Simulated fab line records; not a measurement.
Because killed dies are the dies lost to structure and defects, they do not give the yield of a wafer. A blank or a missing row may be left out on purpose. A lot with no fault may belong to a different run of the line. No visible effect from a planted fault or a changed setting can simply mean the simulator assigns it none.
fab line records ; flow n5_finfet ; part 2 of 2: steps 25 to 36 of 36
record: lots: 5; wafers: 15; last_day: 18
route steps=1938 shown PMOS_HMC_CHANNEL_EPI@74 FIN_SAQP@90
lots untouched by any fault: they come from a run of this same line in which no faults occurred
start_h: start of the lot's first displayed wafer, in hours after the record's first day ; wait_h: hours elapsed since this lot's preceding step ; " unchanged from the row above ; L1.1+2: one row covering several wafers at once ; - no value, or no start was given ; * or withheld: withheld ; < > ~ a bound
route shown NAME@n: a module of which the file shows steps, and the number in the route of the first ; usual: mean/standard deviation taken from wafers without a fault ; same: alike in all rows ; chamber/n: place in a boat ; sites: the reading at each site ; _std_site: standard deviation across them ; _edge_site: the outer-site mean with the inner-site mean subtracted ; radius_mm: for every site, how far away it sits from the centre of the wafer ; mask NAME#n: copy n ; behind: the most recent tool/chamber to have shaped the wafer ; hold: cause of the lot's hold/its duration in hours/its outcome ; device: the transistor (n, p or np) that didn't switch ; end of line: the tests these same wafers got at the end of their route ; a step with no rows: only its recipe ; killed: not the wafer's yield, but the dies lost to structure and defects at the first sort ; map: a wafer's dies, marking killed ones x, the rest . and places with no die _
set.NAME: the run value of the setting; set.NAME@STEP: its run value at that earlier step ; model.NAME: the simulator's own value behind a step, which no gauge read
lots at some steps of the route; a table a step, a row a wafer
services: the hour from which a tool's chamber was out of use, counted from the record's first day as start_h (under 0 if before that day), plus the number of hours and why
== steps ==
step: N5_FIN_SAQP_PECVD_48
recipe: material: SiNx; target_thk_a: 250; temp_c: 400; precursor: SiH4/NH3/N2; pressure_torr: 1.5; rf_w: 300; time_s: 22.1
usual: chamber_pressure_Torr: 1.500/0.0032; heater_power_w: 742/100; showerhead_plenum_p_Torr: 5.12/0.058; susceptor_temp_C: 399.95/0.23; throttle_valve_pct: 39.9/2.9
lot.wafer;tool;chamber;start_h;wait_h;chamber_pressure_Torr;heater_power_w;showerhead_plenum_p_Torr;susceptor_temp_C;throttle_valve_pct
L076.2;pecvd-04;0;32.71;0.0;1.497;863;5.14;400.20;42.1
L076.4;pecvd-04;1;32.71;0.0;1.494;832;5.11;400.38;38.8
L076.5;pecvd-04;2;32.71;0.0;1.501;749;5.10;400.27;36.0
L081.2;pecvd-04;2;63.18;0.0;1.495;789;5.08;399.98;36.0
L081.3;pecvd-04;1;63.18;0.0;1.498;723;5.11;399.98;39.0
L081.6;pecvd-04;2;63.18;0.0;1.499;631;5.11;400.14;35.9
L085.1;pecvd-04;0;86.89;0.0;1.499;842;5.12;400.00;42.2
L085.2;pecvd-04;1;86.89;0.0;1.503;814;5.11;399.86;38.9
L085.4;pecvd-04;0;86.89;0.0;1.502;840;5.14;399.76;42.1
L092.1;pecvd-04;1;131.09;0.0;1.498;786;5.11;399.99;38.9
L092.2;pecvd-04;2;131.09;0.0;1.508;765;5.08;399.99;36.5
L092.5;pecvd-04;0;131.09;0.0;1.503;844;5.12;399.86;42.1
L097.4;pecvd-04;2;158.66;0.0;1.498;756;5.09;399.51;36.7
L097.5;pecvd-04;0;158.66;0.0;1.501;863;5.13;399.95;42.2
L097.6;pecvd-04;1;158.66;0.0;1.502;786;5.10;400.11;38.9
step: N5_FIN_SAQP_PECVD_06
recipe: material: a-Si; target_thk_a: 600; temp_c: 400; precursor: SiH4/He; pressure_torr: 3; rf_w: 100; time_s: 48.1
usual: chamber_pressure_Torr: 3.000/0.0059; heater_power_w: 829/98; showerhead_plenum_p_Torr: 5.65/0.043; susceptor_temp_C: 400.03/0.22; throttle_valve_pct: 18.2/1.3
lot.wafer;tool;chamber;start_h;wait_h;chamber_pressure_Torr;heater_power_w;showerhead_plenum_p_Torr;susceptor_temp_C;throttle_valve_pct
L076.2;pecvd-04;0;32.75;0.0;3.004;933;5.67;399.89;18.9
L076.4;pecvd-04;1;32.75;0.0;3.008;900;5.64;400.06;17.9
L076.5;pecvd-04;2;32.75;0.0;3.009;799;5.64;400.17;16.7
L081.2;pecvd-04;2;63.22;0.0;2.998;773;5.62;400.16;16.4
L081.3;pecvd-04;1;63.22;0.0;2.995;755;5.65;400.43;17.9
L081.6;pecvd-04;2;63.22;0.0;2.995;793;5.63;399.90;16.7
L085.1;pecvd-04;0;86.93;0.0;2.996;942;5.66;399.87;19.2
L085.2;pecvd-04;1;86.93;0.0;2.988;870;5.64;399.70;17.6
L085.4;pecvd-04;0;86.93;0.0;3.003;940;5.66;399.91;19.1
L092.1;pecvd-04;1;131.12;0.0;3.003;807;5.67;400.18;17.9
L092.2;pecvd-04;2;131.12;0.0;3.001;835;5.63;400.03;16.5
L092.5;pecvd-04;0;131.12;0.0;3.001;948;5.66;400.21;19.2
L097.4;pecvd-04;2;158.71;0.0;3.001;813;5.64;400.25;16.2
L097.5;pecvd-04;0;158.71;0.0;2.997;822;5.65;399.97;19.3
L097.6;pecvd-04;1;158.71;0.0;3.011;876;5.65;400.14;18.0
step: N5_FIN_SAQP_THK_MEAS_07
usual: thk_nm: 60.1/0.82
lot.wafer;tool;chamber;start_h;wait_h;thk_nm
L076.2;film_metro-01;-;32.84;0.1;58.7
L076.4;film_metro-01;-;32.84;0.1;59.7
L076.5;film_metro-01;-;32.84;0.1;59.7
L081.2;film_metro-02;-;63.31;0.1;60.6
L081.3;film_metro-02;-;63.31;0.1;60.0
L081.6;film_metro-02;-;63.31;0.1;62.3
L085.1;film_metro-02;-;87.02;0.1;59.3
L085.2;film_metro-02;-;87.02;0.1;58.8
L085.4;film_metro-02;-;87.02;0.1;60.4
L092.1;film_metro-01;-;131.21;0.1;59.6
L092.2;film_metro-01;-;131.21;0.1;60.4
L092.5;film_metro-01;-;131.21;0.1;60.6
L097.4;film_metro-01;-;158.77;0.0;60.8
L097.5;film_metro-01;-;158.77;0.0;59.9
L097.6;film_metro-01;-;158.77;0.0;60.5
step: N5_FIN_SAQP_HM_DEP_72
recipe: material: SiO2; target_thk_a: 120; temp_c: 400; precursor: SiH4/N2O; pressure_torr: 0.75; rf_w: 275; time_s: 7.2
usual: chamber_pressure_Torr: 0.7500/0.0013; heater_power_w: 742/120; showerhead_plenum_p_Torr: 8.11/0.12; susceptor_temp_C: 400.00/0.22
lot.wafer;tool;chamber;start_h;wait_h;chamber_pressure_Torr;heater_power_w;showerhead_plenum_p_Torr;susceptor_temp_C
L076.2;pecvd-04;1;32.87;0.0;0.7497;838;8.07;400.17
L076.4;pecvd-04;2;32.87;0.0;0.7452;772;8.08;399.95
L076.5;pecvd-04;0;32.87;0.0;0.7503;891;8.12;399.66
L081.2;pecvd-04;2;63.34;0.0;0.7514;724;8.06;399.72
L081.3;pecvd-04;0;63.34;0.0;0.7502;844;8.13;400.18
L081.6;pecvd-04;0;63.34;0.0;0.7497;843;8.12;400.40
L085.1;pecvd-03;1;87.06;0.0;0.7517;545;8.08;399.76
L085.2;pecvd-03;0;87.06;0.0;0.7511;963;8.02;400.02
L085.4;pecvd-03;1;87.06;0.0;0.7489;557;8.09;399.97
L092.1;pecvd-03;1;131.25;0.0;0.7514;561;8.08;399.67
L092.2;pecvd-03;0;131.25;0.0;0.7492;949;8.04;400.06
L092.5;pecvd-03;2;131.25;0.0;0.7484;626;8.26;400.02
L097.4;pecvd-03;1;158.83;0.1;0.7495;641;8.08;399.84
L097.5;pecvd-03;2;158.83;0.1;0.7494;544;8.24;399.82
L097.6;pecvd-03;0;158.83;0.1;0.7491;967;8.05;399.92
step: N5_FIN_SAQP_COAT_49
recipe: resist: SOC; temp_c: 250; time_s: 60; spin_rpm: 1500; resist_thk_nm: 100
lot.wafer;tool;chamber;start_h;wait_h
L076.2+4+5;litho_track-02;0;32.95;0.1
L081.2+3+6;litho_track-01;0;63.42;0.1
L085.1+2+4;litho_track-02;0;87.13;0.1
L092.1+2+5;litho_track-02;0;131.33;0.1
L097.4+5+6;litho_track-02;0;158.88;0.0
step: N5_FIN_SAQP_COAT_50
recipe: resist: SiARC; temp_c: 220; time_s: 60; spin_rpm: 1500; resist_thk_nm: 35
lot.wafer;tool;chamber;start_h;wait_h
L076.2+4+5;litho_track-02;0;-;-
L081.2+3+6;litho_track-01;0;-;-
L085.1+2+4;litho_track-02;0;-;-
L092.1+2+5;litho_track-02;0;-;-
L097.4+5+6;litho_track-02;0;-;-
step: N5_FIN_SAQP_COAT_10
recipe: resist: CAR-ArF; spin_rpm: 1500; resist_thk_nm: 90
lot.wafer;tool;chamber;start_h;wait_h
L076.2+4+5;litho_track-02;0;-;-
L081.2+3+6;litho_track-01;0;-;-
L085.1+2+4;litho_track-02;0;-;-
L092.1+2+5;litho_track-02;0;-;-
L097.4+5+6;litho_track-02;0;-;-
step: N5_FIN_SAQP_EBR_12
recipe: solvent: PGMEA; ebr_width_mm: 1.5
lot.wafer;tool;chamber;start_h;wait_h
L076.2+4+5;litho_track-02;0;-;-
L081.2+3+6;litho_track-01;0;-;-
L085.1+2+4;litho_track-02;0;-;-
L092.1+2+5;litho_track-02;0;-;-
L097.4+5+6;litho_track-02;0;-;-
step: N5_FIN_SAQP_SOFTBAKE_11
recipe: temp_c: 110; time_s: 60; resist: CAR-ArF
lot.wafer;tool;chamber;start_h;wait_h
L076.2+4+5;litho_track-02;0;-;-
L081.2+3+6;litho_track-01;0;-;-
L085.1+2+4;litho_track-02;0;-;-
L092.1+2+5;litho_track-02;0;-;-
L097.4+5+6;litho_track-02;0;-;-
step: N5_FIN_SAQP_EXPOSE_13
recipe: mask_id: FIN_CORE; na: 1.35; source_shape: dipole; sigma_inner: 0.538; sigma_outer: 0.738; polarization: te; target_cd_nm: 35.6; dose_mj: 63.25
lot.wafer;tool;chamber;start_h;wait_h;mask
L076.2+4+5;arfi_scanner-03;0;33.20;-;FIN_CORE#0
L081.2+3+6;arfi_scanner-01;0;63.54;-;FIN_CORE#0
L085.1+2+4;arfi_scanner-03;0;87.38;-;FIN_CORE#0
L092.1+2+5;arfi_scanner-03;0;131.57;-;FIN_CORE#0
L097.4+5+6;arfi_scanner-01;0;159.14;-;FIN_CORE#0
step: N5_FIN_SAQP_PEB_14
recipe: peb_temp_c: withheld; peb_time_s: 60; resist: CAR-ArF
same: peb_time_s: 60
lot.wafer;tool;chamber;start_h;wait_h
L076.2+4+5;litho_track-02;0;33.25;0.0
L081.2+3+6;litho_track-04;0;63.60;0.0
L085.1+2+4;litho_track-01;0;87.44;0.1
L092.1+2+5;litho_track-01;0;131.63;0.1
L097.4+5+6;litho_track-02;0;159.19;0.0
step: N5_FIN_SAQP_DEVELOP_15
recipe: develop_time_s: 30; developer: TMAH; resist: CAR-ArF; dev_temp_c: 23; rinse_liquid: diw; dry: air_spin
same: develop_time_s: 30
lot.wafer;tool;chamber;start_h;wait_h
L076.2+4+5;litho_track-02;0;-;-
L081.2+3+6;litho_track-04;0;-;-
L085.1+2+4;litho_track-01;0;-;-
L092.1+2+5;litho_track-01;0;-;-
L097.4+5+6;litho_track-02;0;-;-
== services ==
tool;chamber;start_h;hours;kind
arfi_scanner-03;-;8.49;8.0;pm
epi_rpcvd-04;-;16.31;0.9;repair
arfi_scanner-03;-;16.49;3.1;pm
cmp-03;-;18.69;5.6;pm
arfi_scanner-03;-;19.62;0.8;pm
arfi_scanner-03;-;28.91;1.0;pm
wet_bench-02;-;33.55;7.3;repair
arfi_scanner-01;-;40.82;1.3;pm
ald_sin-04;0;41.03;6.2;repair
pecvd-01;-;46.77;0.6;repair
wet_bench-06;-;54.45;4.4;pm
epi_rpcvd-04;-;63.57;8.1;pm
arfi_scanner-03;-;68.69;0.7;repair
epi_rpcvd-04;-;74.79;1.3;repair
epi_rpcvd-04;-;77.90;6.0;pm
ald_sin-04;3;97.85;6.5;repair
epi_rpcvd-03;-;103.71;0.5;repair
wet_bench-03;-;111.21;1.5;repair
arfi_scanner-03;-;116.47;9.4;repair
arfi_scanner-03;-;125.90;1.3;pm
arfi_scanner-03;-;127.20;1.0;pm
ald_sin-04;0;132.35;10.1;repair
pecvd-03;-;142.42;14.6;pm
ald_sin-04;2;155.97;3.0;repair
